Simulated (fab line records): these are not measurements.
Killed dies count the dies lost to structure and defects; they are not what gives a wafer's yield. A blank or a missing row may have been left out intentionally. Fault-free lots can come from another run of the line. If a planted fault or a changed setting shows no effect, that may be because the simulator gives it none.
Chamber matching ; flow n5 finfet ; ald sin-02 running N5_MOL_CONTACT_COAG_ALD_123: 3 sister chambers
The step deposits SiNx, target thk 5 nm, pulse time 1 s, purge time 2 s. 14 wafers are shown with their chamber, then 5 later ones without.

## WAFERS PAIRED WITH THEIR CHAMBERS
wafer;chamber;heater power w (W);precursor pulse height rel
L076.3;2;848;1.003
L076.4;3;844;1.008
L076.5;1;868;0.996
L080.2;3;867;1.005
L080.4;2;852;1.000
L080.6;1;868;0.973
L081.2;1;859;1.049
L081.5;2;835;1.008
L081.6;3;835;0.993
L085.3;1;877;0.955
L085.5;2;842;1.016
L085.6;3;870;1.001
L090.3;1;871;0.991
L090.4;3;842;1.007

SIGNATURES (averages over the wafers above)
reading;chamber 1;chamber 2;chamber 3;scatter within a chamber
heater power w;868.60;844.25;851.60;11
precursor pulse height rel;0.99280;1.00675;1.00280;0.0219
Rule: for each reading, subtract the chamber's mean from the wafer's reading, divide by that reading's scatter and square the result; add these up over the readings and take the root, which gives the wafer's distance from the chamber. If the next closest chamber is less than 2 further off than the closest, the wafer can't be placed; otherwise it belongs to the closest. How the scatter is found: for the shown wafers, subtract from each reading the mean of its chamber, square and add these, divide the total by (wafers less chambers), then take the root.

## WAFERS WHOSE CHAMBER IS MISSING
wafer;heater power w (W);precursor pulse height rel
L090.6;853;0.994
L095.3;853;1.017
L095.4;881;1.001
L096.3;880;1.041
L096.5;832;0.989

## CHAMBER TAKEN BY EACH
wafer;from the rows above;in truth
L090.6;can't be placed: 3 or 2 or 1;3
L095.3;can't be placed: 3 or 2 or 1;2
L095.4;can't be placed: 1 or 3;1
L096.3;can't be placed: 1 or 3 or 2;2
L096.5;can't be placed: 2 or 3 or 1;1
0 of 5 placed correctly. Not placeable from these rows: 5 (in 5, the candidates include the true chamber). Wrongly placed: 0.
